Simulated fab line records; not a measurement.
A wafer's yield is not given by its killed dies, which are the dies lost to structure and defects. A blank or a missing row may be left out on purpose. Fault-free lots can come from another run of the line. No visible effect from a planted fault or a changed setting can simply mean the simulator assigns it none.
fab line records :: flow nand-harc
record
  lots=12
  wafers=36
  last-day=25
route steps=1159 shown P_M1@308 P_M2@339 END@1159
lots that met no fault: taken from a fault-free run of the same line
start-h: hours from the record's first day to the start of the lot's first wafer shown :: wait-h: how many hours have passed since the lot's step before this one :: " identical to the entry in the row above :: L1.1+2: a row that stands for several wafers :: - no value present, or no start provided :: * or withheld: withheld :: < > ~ a bound
route shown NAME@n: names a module that has steps shown in the file, with the first one's number in the route :: usual: average and standard deviation across the fault-free wafers :: same: alike in all rows :: chamber/n: place in a boat :: sites: the reading at each site :: _std_site: their standard deviation :: _edge_site: mean of outer sites minus mean of inner sites :: radius-mm: how far each site lies from the wafer's centre :: mask NAME#n: copy n :: behind: the last tool/chamber to shape the wafer :: hold: why the lot went on hold/how many hours it stayed there/how the hold came to an end :: device: transistor that didn't switch, given as n, p or np :: end of line: tests run on the same wafers once the route is complete :: a step with no rows: only its recipe :: killed: count of dies lost to structure and defects at first sort (not the wafer's yield) :: map: a wafer's dies, marking killed ones x, the rest . and places with no die _
set.NAME: the setting that was run; set.NAME@STEP: the one run at that earlier step :: model.NAME: the simulator's own value behind a step, which no gauge read
a sample of lots followed through the steps of the route, with each step as a table and each wafer as a row
services: from which hour (start-h, from the record's first day; less than 0 if before it) a tool's chamber was out of use, for how many hours, and why
## steps
# step NHARC_P_M1_PVD_21
# recipe
  target-thk-a=300
  chamber-pressure-pa=5
  power-w=5000
  substrate-temp-c=30
  time-s=20.49
  material=Cu
# usual
  throttle-valve-pct=29.7/1.1
lot.wafer: L584.3
tool: pvd-sputter-02
chamber: -
start-h: -
wait-h: -
throttle-valve-pct: 29.2

lot.wafer: L584.2
tool: pvd-sputter-02
chamber: -
start-h: -
wait-h: -
throttle-valve-pct: 29.5

lot.wafer: L584.4
tool: pvd-sputter-02
chamber: -
start-h: -
wait-h: -
throttle-valve-pct: 29.0

lot.wafer: L586.3
tool: pvd-sputter-03
chamber: -
start-h: -
wait-h: -
throttle-valve-pct: 30.9

lot.wafer: L586.2
tool: pvd-sputter-03
chamber: -
start-h: -
wait-h: -
throttle-valve-pct: 29.9

lot.wafer: L586.5
tool: pvd-sputter-03
chamber: -
start-h: -
wait-h: -
throttle-valve-pct: 31.0

lot.wafer: L587.4
tool: pvd-sputter-01
chamber: -
start-h: -
wait-h: -
throttle-valve-pct: 30.2

lot.wafer: L587.2
tool: pvd-sputter-01
chamber: -
start-h: -
wait-h: -
throttle-valve-pct: 29.7

lot.wafer: L587.6
tool: pvd-sputter-01
chamber: -
start-h: -
wait-h: -
throttle-valve-pct: 31.3

lot.wafer: L588.2
tool: pvd-sputter-02
chamber: -
start-h: -
wait-h: -
throttle-valve-pct: 29.4

lot.wafer: L588.4
tool: pvd-sputter-02
chamber: -
start-h: -
wait-h: -
throttle-valve-pct: 29.1

lot.wafer: L588.3
tool: pvd-sputter-02
chamber: -
start-h: -
wait-h: -
throttle-valve-pct: 30.2

lot.wafer: L589.3
tool: pvd-sputter-03
chamber: -
start-h: -
wait-h: -
throttle-valve-pct: 29.9

lot.wafer: L589.1
tool: pvd-sputter-03
chamber: -
start-h: -
wait-h: -
throttle-valve-pct: 28.8

lot.wafer: L589.5
tool: pvd-sputter-03
chamber: -
start-h: -
wait-h: -
throttle-valve-pct: 30.1

lot.wafer: L590.2
tool: pvd-sputter-03
chamber: -
start-h: -
wait-h: -
throttle-valve-pct: 28.1

lot.wafer: L590.3
tool: pvd-sputter-03
chamber: -
start-h: -
wait-h: -
throttle-valve-pct: 30.6

lot.wafer: L590.6
tool: pvd-sputter-03
chamber: -
start-h: -
wait-h: -
throttle-valve-pct: 28.6

lot.wafer: L591.1
tool: pvd-sputter-02
chamber: -
start-h: -
wait-h: -
throttle-valve-pct: 29.5

lot.wafer: L591.3
tool: pvd-sputter-02
chamber: -
start-h: -
wait-h: -
throttle-valve-pct: 29.5

lot.wafer: L591.5
tool: pvd-sputter-02
chamber: -
start-h: -
wait-h: -
throttle-valve-pct: 29.1

lot.wafer: L592.4
tool: pvd-sputter-02
chamber: -
start-h: -
wait-h: -
throttle-valve-pct: 30.0

lot.wafer: L592.1
tool: pvd-sputter-02
chamber: -
start-h: -
wait-h: -
throttle-valve-pct: 29.8

lot.wafer: L592.5
tool: pvd-sputter-02
chamber: -
start-h: -
wait-h: -
throttle-valve-pct: 29.2

lot.wafer: L596.1
tool: pvd-sputter-02
chamber: -
start-h: -
wait-h: -
throttle-valve-pct: 29.4

lot.wafer: L596.2
tool: pvd-sputter-02
chamber: -
start-h: -
wait-h: -
throttle-valve-pct: 29.2

lot.wafer: L596.6
tool: pvd-sputter-02
chamber: -
start-h: -
wait-h: -
throttle-valve-pct: 29.4

lot.wafer: L599.1
tool: pvd-sputter-01
chamber: -
start-h: -
wait-h: -
throttle-valve-pct: 29.5

lot.wafer: L599.3
tool: pvd-sputter-01
chamber: -
start-h: -
wait-h: -
throttle-valve-pct: 32.6

lot.wafer: L599.6
tool: pvd-sputter-01
chamber: -
start-h: -
wait-h: -
throttle-valve-pct: 29.9

lot.wafer: L604.1
tool: pvd-sputter-02
chamber: -
start-h: -
wait-h: -
throttle-valve-pct: 28.8

lot.wafer: L604.3
tool: pvd-sputter-02
chamber: -
start-h: -
wait-h: -
throttle-valve-pct: 29.4

lot.wafer: L604.2
tool: pvd-sputter-02
chamber: -
start-h: -
wait-h: -
throttle-valve-pct: 30.2

lot.wafer: L607.2
tool: pvd-sputter-02
chamber: -
start-h: -
wait-h: -
throttle-valve-pct: 29.1

lot.wafer: L607.3
tool: pvd-sputter-02
chamber: -
start-h: -
wait-h: -
throttle-valve-pct: 29.5

lot.wafer: L607.6
tool: pvd-sputter-02
chamber: -
start-h: -
wait-h: -
throttle-valve-pct: 30.4
# step NHARC_P_M2_PRE_CLEAN_30
# recipe
  time-s=30
  temp-c=280
  gas=H2/He
# usual
  heater-power-w=386/43
lot.wafer: L584.2
tool: pvd-sputter-03
chamber: -
start-h: -
wait-h: -
heater-power-w: 400

lot.wafer: L584.3
tool: pvd-sputter-03
chamber: -
start-h: -
wait-h: -
heater-power-w: 338

lot.wafer: L584.4
tool: pvd-sputter-03
chamber: -
start-h: -
wait-h: -
heater-power-w: 443

lot.wafer: L586.3
tool: pvd-sputter-02
chamber: -
start-h: -
wait-h: -
heater-power-w: 351

lot.wafer: L586.2
tool: pvd-sputter-02
chamber: -
start-h: -
wait-h: -
heater-power-w: 342

lot.wafer: L586.5
tool: pvd-sputter-02
chamber: -
start-h: -
wait-h: -
heater-power-w: 331

lot.wafer: L587.4
tool: pvd-sputter-03
chamber: -
start-h: -
wait-h: -
heater-power-w: 450

lot.wafer: L587.2
tool: pvd-sputter-03
chamber: -
start-h: -
wait-h: -
heater-power-w: 392

lot.wafer: L587.6
tool: pvd-sputter-03
chamber: -
start-h: -
wait-h: -
heater-power-w: 360

lot.wafer: L588.4
tool: pvd-sputter-03
chamber: -
start-h: -
wait-h: -
heater-power-w: 336

lot.wafer: L588.3
tool: pvd-sputter-03
chamber: -
start-h: -
wait-h: -
heater-power-w: 358

lot.wafer: L588.2
tool: pvd-sputter-03
chamber: -
start-h: -
wait-h: -
heater-power-w: 432

lot.wafer: L589.3
tool: pvd-sputter-01
chamber: -
start-h: -
wait-h: -
heater-power-w: 368

lot.wafer: L589.1
tool: pvd-sputter-01
chamber: -
start-h: -
wait-h: -
heater-power-w: 426

lot.wafer: L589.5
tool: pvd-sputter-01
chamber: -
start-h: -
wait-h: -
heater-power-w: 432

lot.wafer: L590.3
tool: pvd-sputter-02
chamber: -
start-h: -
wait-h: -
heater-power-w: 335

lot.wafer: L590.2
tool: pvd-sputter-02
chamber: -
start-h: -
wait-h: -
heater-power-w: 335

lot.wafer: L590.6
tool: pvd-sputter-02
chamber: -
start-h: -
wait-h: -
heater-power-w: 429

lot.wafer: L591.3
tool: pvd-sputter-03
chamber: -
start-h: -
wait-h: -
heater-power-w: 351

lot.wafer: L591.1
tool: pvd-sputter-03
chamber: -
start-h: -
wait-h: -
heater-power-w: 396

lot.wafer: L591.5
tool: pvd-sputter-03
chamber: -
start-h: -
wait-h: -
heater-power-w: 330

lot.wafer: L592.1
tool: pvd-sputter-03
chamber: -
start-h: -
wait-h: -
heater-power-w: 334

lot.wafer: L592.4
tool: pvd-sputter-03
chamber: -
start-h: -
wait-h: -
heater-power-w: 422

lot.wafer: L592.5
tool: pvd-sputter-03
chamber: -
start-h: -
wait-h: -
heater-power-w: 339

lot.wafer: L596.1
tool: pvd-sputter-01
chamber: -
start-h: -
wait-h: -
heater-power-w: 462

lot.wafer: L596.2
tool: pvd-sputter-01
chamber: -
start-h: -
wait-h: -
heater-power-w: 357

lot.wafer: L596.6
tool: pvd-sputter-01
chamber: -
start-h: -
wait-h: -
heater-power-w: 417

lot.wafer: L599.1
tool: pvd-sputter-01
chamber: -
start-h: -
wait-h: -
heater-power-w: 424

lot.wafer: L599.3
tool: pvd-sputter-01
chamber: -
start-h: -
wait-h: -
heater-power-w: 466

lot.wafer: L599.6
tool: pvd-sputter-01
chamber: -
start-h: -
wait-h: -
heater-power-w: 420

lot.wafer: L604.3
tool: pvd-sputter-03
chamber: -
start-h: -
wait-h: -
heater-power-w: 340

lot.wafer: L604.1
tool: pvd-sputter-03
chamber: -
start-h: -
wait-h: -
heater-power-w: 445

lot.wafer: L604.2
tool: pvd-sputter-03
chamber: -
start-h: -
wait-h: -
heater-power-w: 396

lot.wafer: L607.2
tool: pvd-sputter-03
chamber: -
start-h: -
wait-h: -
heater-power-w: 351

lot.wafer: L607.3
tool: pvd-sputter-03
chamber: -
start-h: -
wait-h: -
heater-power-w: 388

lot.wafer: L607.6
tool: pvd-sputter-03
chamber: -
start-h: -
wait-h: -
heater-power-w: 356
# step NHARC_P_M2_PVD_21
# recipe
  target-thk-a=300
  chamber-pressure-pa=5
  power-w=5000
  substrate-temp-c=30
  time-s=20.49
  material=Cu
# usual
  throttle-valve-pct=29.8/1.2
lot.wafer: L584.2
tool: pvd-sputter-03
chamber: -
start-h: -
wait-h: -
throttle-valve-pct: 30.1

lot.wafer: L584.4
tool: pvd-sputter-03
chamber: -
start-h: -
wait-h: -
throttle-valve-pct: 28.9

lot.wafer: L584.3
tool: pvd-sputter-03
chamber: -
start-h: -
wait-h: -
throttle-valve-pct: 28.1

lot.wafer: L586.2
tool: pvd-sputter-02
chamber: -
start-h: -
wait-h: -
throttle-valve-pct: 29.4

lot.wafer: L586.3
tool: pvd-sputter-02
chamber: -
start-h: -
wait-h: -
throttle-valve-pct: 29.2

lot.wafer: L586.5
tool: pvd-sputter-02
chamber: -
start-h: -
wait-h: -
throttle-valve-pct: 29.4

lot.wafer: L587.2
tool: pvd-sputter-03
chamber: -
start-h: -
wait-h: -
throttle-valve-pct: 30.3

lot.wafer: L587.4
tool: pvd-sputter-03
chamber: -
start-h: -
wait-h: -
throttle-valve-pct: 28.2

lot.wafer: L587.6
tool: pvd-sputter-03
chamber: -
start-h: -
wait-h: -
throttle-valve-pct: 28.7

lot.wafer: L588.4
tool: pvd-sputter-03
chamber: -
start-h: -
wait-h: -
throttle-valve-pct: 31.0

lot.wafer: L588.3
tool: pvd-sputter-03
chamber: -
start-h: -
wait-h: -
throttle-valve-pct: 30.2

lot.wafer: L588.2
tool: pvd-sputter-03
chamber: -
start-h: -
wait-h: -
throttle-valve-pct: 28.0

lot.wafer: L589.1
tool: pvd-sputter-01
chamber: -
start-h: -
wait-h: -
throttle-valve-pct: 31.3

lot.wafer: L589.3
tool: pvd-sputter-01
chamber: -
start-h: -
wait-h: -
throttle-valve-pct: 31.9

lot.wafer: L589.5
tool: pvd-sputter-01
chamber: -
start-h: -
wait-h: -
throttle-valve-pct: 31.0

lot.wafer: L590.3
tool: pvd-sputter-02
chamber: -
start-h: -
wait-h: -
throttle-valve-pct: 28.9

lot.wafer: L590.2
tool: pvd-sputter-02
chamber: -
start-h: -
wait-h: -
throttle-valve-pct: 29.9

lot.wafer: L590.6
tool: pvd-sputter-02
chamber: -
start-h: -
wait-h: -
throttle-valve-pct: 29.4

lot.wafer: L591.3
tool: pvd-sputter-03
chamber: -
start-h: -
wait-h: -
throttle-valve-pct: 30.2

lot.wafer: L591.1
tool: pvd-sputter-03
chamber: -
start-h: -
wait-h: -
throttle-valve-pct: 30.7

lot.wafer: L591.5
tool: pvd-sputter-03
chamber: -
start-h: -
wait-h: -
throttle-valve-pct: 29.8

lot.wafer: L592.1
tool: pvd-sputter-03
chamber: -
start-h: -
wait-h: -
throttle-valve-pct: 28.4

lot.wafer: L592.4
tool: pvd-sputter-03
chamber: -
start-h: -
wait-h: -
throttle-valve-pct: 30.2

lot.wafer: L592.5
tool: pvd-sputter-03
chamber: -
start-h: -
wait-h: -
throttle-valve-pct: 28.2

lot.wafer: L596.2
tool: pvd-sputter-01
chamber: -
start-h: -
wait-h: -
throttle-valve-pct: 29.7

lot.wafer: L596.1
tool: pvd-sputter-01
chamber: -
start-h: -
wait-h: -
throttle-valve-pct: 30.2

lot.wafer: L596.6
tool: pvd-sputter-01
chamber: -
start-h: -
wait-h: -
throttle-valve-pct: 32.4

lot.wafer: L599.3
tool: pvd-sputter-01
chamber: -
start-h: -
wait-h: -
throttle-valve-pct: 29.6

lot.wafer: L599.1
tool: pvd-sputter-01
chamber: -
start-h: -
wait-h: -
throttle-valve-pct: 32.3

lot.wafer: L599.6
tool: pvd-sputter-01
chamber: -
start-h: -
wait-h: -
throttle-valve-pct: 32.3

lot.wafer: L604.3
tool: pvd-sputter-03
chamber: -
start-h: -
wait-h: -
throttle-valve-pct: 30.1

lot.wafer: L604.1
tool: pvd-sputter-03
chamber: -
start-h: -
wait-h: -
throttle-valve-pct: 28.7

lot.wafer: L604.2
tool: pvd-sputter-03
chamber: -
start-h: -
wait-h: -
throttle-valve-pct: 31.1

lot.wafer: L607.2
tool: pvd-sputter-03
chamber: -
start-h: -
wait-h: -
throttle-valve-pct: 30.7

lot.wafer: L607.3
tool: pvd-sputter-03
chamber: -
start-h: -
wait-h: -
throttle-valve-pct: 28.4

lot.wafer: L607.6
tool: pvd-sputter-03
chamber: -
start-h: -
wait-h: -
throttle-valve-pct: 30.9
# step NHARC_P_M2_CMP_23
# recipe
  t-overpolish-s=20
  target-thk-nm=144.3
# usual
  motor-current-A=12.6/1.2
  time-to-endpoint-s=28.3/2.5
lot.wafer: L584.3
tool: cmp-02
chamber: 0
start-h: 143.39
wait-h: -
motor-current-A: 13.0
time-to-endpoint-s: 28.1

lot.wafer: L584.4
tool: cmp-02
chamber: 2
start-h: 143.39
wait-h: -
motor-current-A: 14.2
time-to-endpoint-s: 26.2

lot.wafer: L584.2
tool: cmp-02
chamber: 3
start-h: 143.39
wait-h: -
motor-current-A: 13.1
time-to-endpoint-s: 28.4

lot.wafer: L586.2
tool: cmp-04
chamber: 3
start-h: 143.52
wait-h: -
motor-current-A: 15.0
time-to-endpoint-s: 27.4

lot.wafer: L586.3
tool: cmp-04
chamber: 1
start-h: 143.52
wait-h: -
motor-current-A: 12.2
time-to-endpoint-s: 26.1

lot.wafer: L586.5
tool: cmp-04
chamber: 0
start-h: 143.52
wait-h: -
motor-current-A: 10.4
time-to-endpoint-s: 26.3

lot.wafer: L587.2
tool: cmp-01
chamber: 1
start-h: 144.45
wait-h: -
motor-current-A: 12.4
time-to-endpoint-s: 29.4

lot.wafer: L587.4
tool: cmp-01
chamber: 2
start-h: 144.45
wait-h: -
motor-current-A: 11.2
time-to-endpoint-s: 25.2

lot.wafer: L587.6
tool: cmp-01
chamber: 3
start-h: 144.45
wait-h: -
motor-current-A: 13.1
time-to-endpoint-s: 28.6

lot.wafer: L588.3
tool: cmp-04
chamber: 2
start-h: 148.95
wait-h: -
motor-current-A: 14.1
time-to-endpoint-s: 26.1

lot.wafer: L588.4
tool: cmp-04
chamber: 3
start-h: 148.95
wait-h: -
motor-current-A: 14.5
time-to-endpoint-s: 23.4

lot.wafer: L588.2
tool: cmp-04
chamber: 0
start-h: 148.95
wait-h: -
motor-current-A: 10.3
time-to-endpoint-s: 26.7

lot.wafer: L589.3
tool: cmp-02
chamber: 3
start-h: 149.42
wait-h: -
motor-current-A: 13.0
time-to-endpoint-s: 29.2

lot.wafer: L589.1
tool: cmp-02
chamber: 0
start-h: 149.42
wait-h: -
motor-current-A: 12.5
time-to-endpoint-s: 28.7

lot.wafer: L589.5
tool: cmp-02
chamber: 0
start-h: 149.42
wait-h: -
motor-current-A: 13.1
time-to-endpoint-s: 25.1

lot.wafer: L590.3
tool: cmp-01
chamber: 2
start-h: 162.08
wait-h: -
motor-current-A: 11.2
time-to-endpoint-s: 31.9

lot.wafer: L590.2
tool: cmp-01
chamber: 3
start-h: 162.08
wait-h: -
motor-current-A: 13.8
time-to-endpoint-s: 33.5

lot.wafer: L590.6
tool: cmp-01
chamber: 3
start-h: 162.08
wait-h: -
motor-current-A: 13.6
time-to-endpoint-s: 31.5

lot.wafer: L591.1
tool: cmp-02
chamber: 3
start-h: 169.54
wait-h: -
motor-current-A: 12.9
time-to-endpoint-s: 32.4

lot.wafer: L591.3
tool: cmp-02
chamber: 0
start-h: 169.54
wait-h: -
motor-current-A: 12.7
time-to-endpoint-s: 30.9

lot.wafer: L591.5
tool: cmp-02
chamber: 1
start-h: 169.54
wait-h: -
motor-current-A: 12.4
time-to-endpoint-s: 29.9

lot.wafer: L592.1
tool: cmp-01
chamber: 2
start-h: 171.04
wait-h: -
motor-current-A: 11.2
time-to-endpoint-s: 27.8

lot.wafer: L592.4
tool: cmp-01
chamber: 1
start-h: 171.04
wait-h: -
motor-current-A: 12.6
time-to-endpoint-s: 28.3

lot.wafer: L592.5
tool: cmp-01
chamber: 3
start-h: 171.04
wait-h: -
motor-current-A: 13.1
time-to-endpoint-s: 27.3

lot.wafer: L596.2
tool: cmp-01
chamber: 0
start-h: 209.69
wait-h: -
motor-current-A: 11.1
time-to-endpoint-s: 27.7

lot.wafer: L596.1
tool: cmp-01
chamber: 1
start-h: 209.69
wait-h: -
motor-current-A: 12.2
time-to-endpoint-s: 30.8

lot.wafer: L596.6
tool: cmp-01
chamber: 2
start-h: 209.69
wait-h: -
motor-current-A: 11.5
time-to-endpoint-s: 18.2

lot.wafer: L599.1
tool: cmp-02
chamber: 1
start-h: 218.10
wait-h: -
motor-current-A: 12.4
time-to-endpoint-s: 32.0

lot.wafer: L599.3
tool: cmp-02
chamber: 2
start-h: 218.10
wait-h: -
motor-current-A: 13.4
time-to-endpoint-s: 28.5

lot.wafer: L599.6
tool: cmp-02
chamber: 3
start-h: 218.10
wait-h: -
motor-current-A: 13.9
time-to-endpoint-s: 32.2

lot.wafer: L604.3
tool: cmp-04
chamber: 0
start-h: 245.42
wait-h: -
motor-current-A: 10.9
time-to-endpoint-s: 26.1

lot.wafer: L604.1
tool: cmp-04
chamber: 2
start-h: 245.42
wait-h: -
motor-current-A: 14.4
time-to-endpoint-s: 24.3

lot.wafer: L604.2
tool: cmp-04
chamber: 3
start-h: 245.42
wait-h: -
motor-current-A: 16.0
time-to-endpoint-s: 24.2

lot.wafer: L607.2
tool: cmp-02
chamber: 1
start-h: 259.87
wait-h: -
motor-current-A: 12.9
time-to-endpoint-s: 32.9

lot.wafer: L607.3
tool: cmp-02
chamber: 3
start-h: 259.87
wait-h: -
motor-current-A: 13.3
time-to-endpoint-s: 33.2

lot.wafer: L607.6
tool: cmp-02
chamber: 0
start-h: 259.87
wait-h: -
motor-current-A: 12.5
time-to-endpoint-s: 31.6
# step NHARC_P_M2_THK_MEAS_24
# recipe
  thk-meas-gauge=xrf
# usual
  thk-nm=144.0/1.3
lot.wafer: L584.2
tool: film-metro-01
chamber: -
start-h: 143.70
wait-h: -
thk-nm: 147.5

lot.wafer: L584.3
tool: film-metro-01
chamber: -
start-h: 143.70
wait-h: -
thk-nm: 143.1

lot.wafer: L584.4
tool: film-metro-01
chamber: -
start-h: 143.70
wait-h: -
thk-nm: 145.5

lot.wafer: L586.2
tool: film-metro-01
chamber: -
start-h: 143.83
wait-h: -
thk-nm: 146.1

lot.wafer: L586.3
tool: film-metro-01
chamber: -
start-h: 143.83
wait-h: -
thk-nm: 143.5

lot.wafer: L586.5
tool: film-metro-01
chamber: -
start-h: 143.83
wait-h: -
thk-nm: 144.4

lot.wafer: L587.2
tool: film-metro-01
chamber: -
start-h: 144.71
wait-h: -
thk-nm: 143.9

lot.wafer: L587.4
tool: film-metro-01
chamber: -
start-h: 144.71
wait-h: -
thk-nm: 143.5

lot.wafer: L587.6
tool: film-metro-01
chamber: -
start-h: 144.71
wait-h: -
thk-nm: 143.1

lot.wafer: L588.2
tool: film-metro-01
chamber: -
start-h: 149.24
wait-h: -
thk-nm: 142.3

lot.wafer: L588.3
tool: film-metro-01
chamber: -
start-h: 149.24
wait-h: -
thk-nm: 145.1

lot.wafer: L588.4
tool: film-metro-01
chamber: -
start-h: 149.24
wait-h: -
thk-nm: 144.3

lot.wafer: L589.1
tool: film-metro-01
chamber: -
start-h: 149.73
wait-h: -
thk-nm: 145.1

lot.wafer: L589.3
tool: film-metro-01
chamber: -
start-h: 149.73
wait-h: -
thk-nm: 143.5

lot.wafer: L589.5
tool: film-metro-01
chamber: -
start-h: 149.73
wait-h: -
thk-nm: 143.2

lot.wafer: L590.2
tool: film-metro-02
chamber: -
start-h: 162.40
wait-h: -
thk-nm: 145.4

lot.wafer: L590.3
tool: film-metro-02
chamber: -
start-h: 162.40
wait-h: -
thk-nm: 144.5

lot.wafer: L590.6
tool: film-metro-02
chamber: -
start-h: 162.40
wait-h: -
thk-nm: 144.0

lot.wafer: L591.1
tool: film-metro-01
chamber: -
start-h: 169.80
wait-h: -
thk-nm: 143.8

lot.wafer: L591.3
tool: film-metro-01
chamber: -
start-h: 169.80
wait-h: -
thk-nm: 143.7

lot.wafer: L591.5
tool: film-metro-01
chamber: -
start-h: 169.80
wait-h: -
thk-nm: 145.2

lot.wafer: L592.1
tool: film-metro-01
chamber: -
start-h: 171.35
wait-h: -
thk-nm: 142.8

lot.wafer: L592.4
tool: film-metro-01
chamber: -
start-h: 171.35
wait-h: -
thk-nm: 144.4

lot.wafer: L592.5
tool: film-metro-01
chamber: -
start-h: 171.35
wait-h: -
thk-nm: 146.1

lot.wafer: L596.1
tool: film-metro-01
chamber: -
start-h: 209.95
wait-h: -
thk-nm: 144.7

lot.wafer: L596.2
tool: film-metro-01
chamber: -
start-h: 209.95
wait-h: -
thk-nm: 142.9

lot.wafer: L596.6
tool: film-metro-01
chamber: -
start-h: 209.95
wait-h: -
thk-nm: 136.5

lot.wafer: L599.1
tool: film-metro-02
chamber: -
start-h: 218.36
wait-h: -
thk-nm: 144.5

lot.wafer: L599.3
tool: film-metro-02
chamber: -
start-h: 218.36
wait-h: -
thk-nm: 143.0

lot.wafer: L599.6
tool: film-metro-02
chamber: -
start-h: 218.36
wait-h: -
thk-nm: 142.0

lot.wafer: L604.1
tool: film-metro-02
chamber: -
start-h: 245.74
wait-h: -
thk-nm: 143.4

lot.wafer: L604.2
tool: film-metro-02
chamber: -
start-h: 245.74
wait-h: -
thk-nm: 142.5

lot.wafer: L604.3
tool: film-metro-02
chamber: -
start-h: 245.74
wait-h: -
thk-nm: 144.4

lot.wafer: L607.2
tool: film-metro-01
chamber: -
start-h: 260.16
wait-h: -
thk-nm: 142.5

lot.wafer: L607.3
tool: film-metro-01
chamber: -
start-h: 260.16
wait-h: -
thk-nm: 144.7

lot.wafer: L607.6
tool: film-metro-01
chamber: -
start-h: 260.16
wait-h: -
thk-nm: 145.0
# step NHARC_END_SORT_01
# recipe
  temp-c=25
# usual
  defect-limited-yield=95.3/1.6
  killed-at-array=28/10
  killed-at-other=0.6/0.85
  killed-at-periphery=3.3/2.3
  killed-dies=32/11
  killed-open=3.3/1.5
  killed-short=2.1/1.4
  sort_bin_2_pct=1.5/0.63
  sort_bin_3_pct=0.25/0.21
  sort_bin_4_pct=3.0/1.1
  sort-n-pass=645/11
  sort-rim-yield-pct=97.6/1.6
  sort-yield-pct=95.3/1.6
# same
  gross-dies=677
  sort_bin_5_pct[%]=0
  sort_bin_6_pct[%]=0
  sort_bin_7_pct[%]=0
  sort_bin_8_pct[%]=0
  sort-rim-n-gross=106.00
lot.wafer: L604.1
tool: prober-01
chamber: 0
start-h: 536.02
wait-h: 2.5
defect-limited-yield[%]: 95.0
killed-at-array: 30
killed-at-other: 0
killed-at-periphery: 4
killed-dies: 34
killed-open: 4
killed-short: 1
sort_bin_2_pct[%]: 2.2
sort_bin_3_pct[%]: 0.15
sort_bin_4_pct[%]: 2.7
sort-n-pass: 643
sort-rim-yield-pct[%]: 98.1
sort-yield-pct[%]: 95.0

lot.wafer: L604.2
tool: prober-01
chamber: 0
start-h: 536.81
wait-h: 2.8
defect-limited-yield[%]: 95.1
killed-at-array: 28
killed-at-other: 0
killed-at-periphery: 5
killed-dies: 33
killed-open: 2
killed-short: 0
sort_bin_2_pct[%]: 2.1
sort_bin_3_pct[%]: 0.15
sort_bin_4_pct[%]: 2.7
sort-n-pass: 644
sort-rim-yield-pct[%]: 97.2
sort-yield-pct[%]: 95.1

lot.wafer: L604.3
tool: prober-01
chamber: 0
start-h: 537.61
wait-h: 3.1
defect-limited-yield[%]: 95.9
killed-at-array: 26
killed-at-other: 0
killed-at-periphery: 2
killed-dies: 28
killed-open: 1
killed-short: 1
sort_bin_2_pct[%]: 1.3
sort_bin_3_pct[%]: 0.30
sort_bin_4_pct[%]: 2.5
sort-n-pass: 649
sort-rim-yield-pct[%]: 99.1
sort-yield-pct[%]: 95.9
# killed by level:class
L604.1 A_CHANNEL_HOLE_D1:chamber-film-flake=22 A_CONTACT:chamber-film-flake=4 P_GATE:geometric-particle:short=1 P_CONTACT:geometric-particle:open=1 P_M0:geometric-particle:open=1 A_CHANNEL_FILL_D1:geometric-particle:open=1 A_BLC:geometric-particle:open=1 P_GATE:chamber-film-flake=1
L604.2 A_CHANNEL_HOLE_D1:chamber-film-flake=16 A_CONTACT:chamber-film-flake=7 P_M1:chamber-film-flake=3 A_CHANNEL_FILL_D1:chamber-film-flake=2 P_M0:geometric-particle:open=1 A_CONTACT:geometric-particle:open=1 P_GATE:chamber-film-flake=1 A_ZERO_WELL:chamber-film-flake=1
L604.3 A_CHANNEL_HOLE_D1:chamber-film-flake=19 A_STAIRCASE:chamber-film-flake=3 P_STI:geometric-particle:short=1 A_CHANNEL_FILL_D1:geometric-particle:open=1 P_GATE:chamber-film-flake=1 A_ZERO_WELL:chamber-film-flake=1 A_WL_FILL:chamber-film-flake=1 A_CONTACT:chamber-film-flake=1
## services
tool: pvd-sputter-03
chamber: -
start-h: 115.49
hours: 1.2
kind: repair

tool: cmp-04
chamber: -
start-h: 116.00
hours: 7.7
kind: repair

tool: cmp-02
chamber: -
start-h: 135.02
hours: 4.0
kind: pm

tool: cmp-02
chamber: -
start-h: 139.02
hours: -
kind: consumable-replace:conditioner

tool: cmp-02
chamber: -
start-h: 139.02
hours: -
kind: consumable-replace:pad

tool: cmp-01
chamber: -
start-h: 154.72
hours: 0.6
kind: repair

tool: pvd-sputter-03
chamber: -
start-h: 165.34
hours: 0.6
kind: repair

tool: cmp-01
chamber: -
start-h: 167.40
hours: 0.4
kind: repair

tool: pvd-sputter-01
chamber: -
start-h: 174.45
hours: 4.0
kind: repair

tool: cmp-01
chamber: -
start-h: 179.53
hours: 4.0
kind: pm

tool: cmp-01
chamber: -
start-h: 183.65
hours: 0.4
kind: repair

tool: cmp-02
chamber: -
start-h: 186.99
hours: 0.6
kind: repair

tool: pvd-sputter-01
chamber: -
start-h: 195.70
hours: 8.5
kind: repair

tool: cmp-04
chamber: -
start-h: 204.92
hours: 4.0
kind: pm

tool: pvd-sputter-02
chamber: -
start-h: 214.05
hours: 10.0
kind: pm

tool: cmp-04
chamber: -
start-h: 214.14
hours: 1.1
kind: repair

tool: cmp-01
chamber: -
start-h: 223.69
hours: 0.3
kind: repair

tool: cmp-02
chamber: -
start-h: 233.02
hours: 4.0
kind: pm

tool: cmp-04
chamber: -
start-h: 234.07
hours: 1.8
kind: repair

tool: cmp-01
chamber: -
start-h: 234.29
hours: 1.7
kind: repair

tool: cmp-02
chamber: -
start-h: 237.02
hours: -
kind: consumable-replace:conditioner

tool: cmp-02
chamber: -
start-h: 237.02
hours: -
kind: consumable-replace:pad

tool: cmp-02
chamber: -
start-h: 239.02
hours: 0.4
kind: repair

tool: pvd-sputter-01
chamber: -
start-h: 251.09
hours: 7.3
kind: repair
## key
first-sign
  step=NHARC_P_M2_CMP_23
  reading=time-to-endpoint-s
  direction=down
  sigmas=4.1
  usual=*
  struck=*
effect
  step=NHARC_P_M2_THK_MEAS_24
  reading=thk-nm
  direction=down
  sigmas=5.7
  usual=144.0
  struck=136.5
met-at NHARC_P_M2_CMP_23
struck-lots L596
struck-wafers L596.6
not-acting-at NHARC_P_M1_PVD_21,NHARC_P_M2_PRE_CLEAN_30,NHARC_P_M2_PVD_21
onset-between 171.04 209.69
fault
  kind=process-parameter-drift
  tool=cmp-01
  chamber=2
  onset-h=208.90
  steps=NHARC_P_M2_CMP_23
  channel=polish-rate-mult
  offset=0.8
  shape=step
  end-h=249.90
